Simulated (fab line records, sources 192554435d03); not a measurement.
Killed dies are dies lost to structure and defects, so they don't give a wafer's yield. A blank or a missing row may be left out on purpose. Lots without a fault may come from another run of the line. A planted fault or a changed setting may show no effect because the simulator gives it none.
Which tool did it? | flow n5_finfet | 9 lots, 27 wafers sampled, at 1 step of a route of 1938

WHAT THE GAUGES READ, wafer by wafer
N5_BEOL_M4_RC_MEAS_101.
lot  | measured     | on        | DIBL_N (mV/V)  | DIBL_P (mV/V)  | IOFF_N (nA/um)    | IOFF_P (nA/um)    | ION_N (uA/um) | ION_P (uA/um) | SS_N (mV/dec)  | SS_P (mV/dec)  | VT_N (mV)   | VT_P (mV)
L796 | day 9 06:28  | prober-01 | 35.5 38.7 37.8 | 32.1 36.9 35.6 | 0.117 0.175 0.158 | 0.181 0.263 0.238 | 667 674 680   | 459 463 465   | 71.3 72.3 72.1 | 73.0 73.6 74.2 | 259 249 251 | -252.0 -247.5 -249.4
L800 | day 10 05:55 | prober-01 | 34.3 34.1 35.5 | 35.6 34.4 36.1 | 0.126 0.120 0.141 | 0.196 0.192 0.218 | 674 677 673   | 469 472 472   | 70.8 71.4 71.5 | 72.6 72.4 73.1 | 250 254 248 | -251.6 -249.2 -245.6
L805 | day 11 09:09 | prober-01 | 36.8 36.9 35.2 | 37.6 37.7 36.0 | 0.161 0.157 0.137 | 0.204 0.212 0.183 | 683 670 667   | 463 457 458   | 71.3 71.6 71.2 | 72.9 73.1 73.0 | 250 253 253 | -250.2 -247.6 -249.6
L806 | day 11 17:06 | prober-02 | 37.6 38.0 37.2 | 37.8 38.8 37.7 | 0.163 0.179 0.159 | 0.190 0.210 0.185 | 677 678 670   | 453 461 452   | 72.0 72.1 71.9 | 73.5 73.9 73.5 | 249 250 249 | -252.8 -250.8 -255.0
L808 | day 11 17:19 | prober-01 | 35.0 36.0 35.3 | 35.1 36.3 35.5 | 0.130 0.140 0.128 | 0.182 0.199 0.185 | 666 671 659   | 459 462 457   | 71.2 71.7 71.4 | 72.8 74.3 74.0 | 252 253 255 | -256.3 -251.6 -253.3
L807 | day 12 00:41 | prober-02 | 34.5 36.2 36.8 | 34.7 36.8 37.5 | 0.114 0.140 0.153 | 0.184 0.209 0.223 | 654 658 669   | 456 456 466   | 71.6 72.5 72.0 | 72.0 73.3 72.7 | 259 254 254 | -250.2 -248.9 -249.1
L815 | day 13 23:07 | prober-02 | 34.7 34.6 33.9 | 36.0 35.4 34.7 | 0.134 0.130 0.116 | 0.192 0.187 0.168 | 678 661 665   | 465 459 456   | 71.1 71.7 71.0 | 72.3 72.1 72.4 | 252 251 254 | -251.0 -251.1 -252.2
L816 | day 14 03:29 | prober-02 | 35.8 34.8 35.5 | 35.7 34.3 35.9 | 0.152 0.131 0.142 | 0.211 0.188 0.224 | 673 672 673   | 468 465 467   | 71.3 71.2 71.6 | 73.6 73.3 73.2 | 252 251 252 | -248.7 -250.2 -248.7
L817 | day 14 05:38 | prober-01 | 37.2 38.5 36.9 | 37.8 37.8 36.5 | 0.178 0.199 0.160 | 0.224 0.230 0.202 | 680 683 681   | 465 464 466   | 71.8 72.1 71.9 | 73.4 73.7 73.5 | 246 247 248 | -249.6 -250.2 -252.1

WHICH TOOL RAN EACH LOT (tool, then ch and the chambers of the sampled wafers, then the start)
The record holds no process step before these readings.

WHAT THE TOOLS THEMSELVES READ (means of the sampled wafers that have a number; where no wafer has one, the mark that the record gives instead)
The record holds no such reading with a usual standard deviation.

THE ANSWER, worked out from the rows above alone
Rule: what is usual is taken from the lots themselves. Put in order of their means at a reading, lots are off if they are a third of the lots or fewer, leave a main group of 4 or more, and stand apart from it by a gap of 3 or more times the standard deviation of the main group's means; of several such gaps the widest counts. A main group whose means are all the same, to the digits that the tables above print for the reading, isn't used. A lot without any number at a reading at which 4 lots or more have one is off too. The other lots that the step has rows for count as sound. The gauges are gone through in route order, then the tools' own readings, and for those a lot's mean is taken as printed above. The first step at which some lot is off is used, and at that step the reading that is off furthest; a lot without a number counts as furthest.
No lot is off at any reading shown: from this, nothing can be told.

WHAT THE SIMULATOR HAD PUT IN
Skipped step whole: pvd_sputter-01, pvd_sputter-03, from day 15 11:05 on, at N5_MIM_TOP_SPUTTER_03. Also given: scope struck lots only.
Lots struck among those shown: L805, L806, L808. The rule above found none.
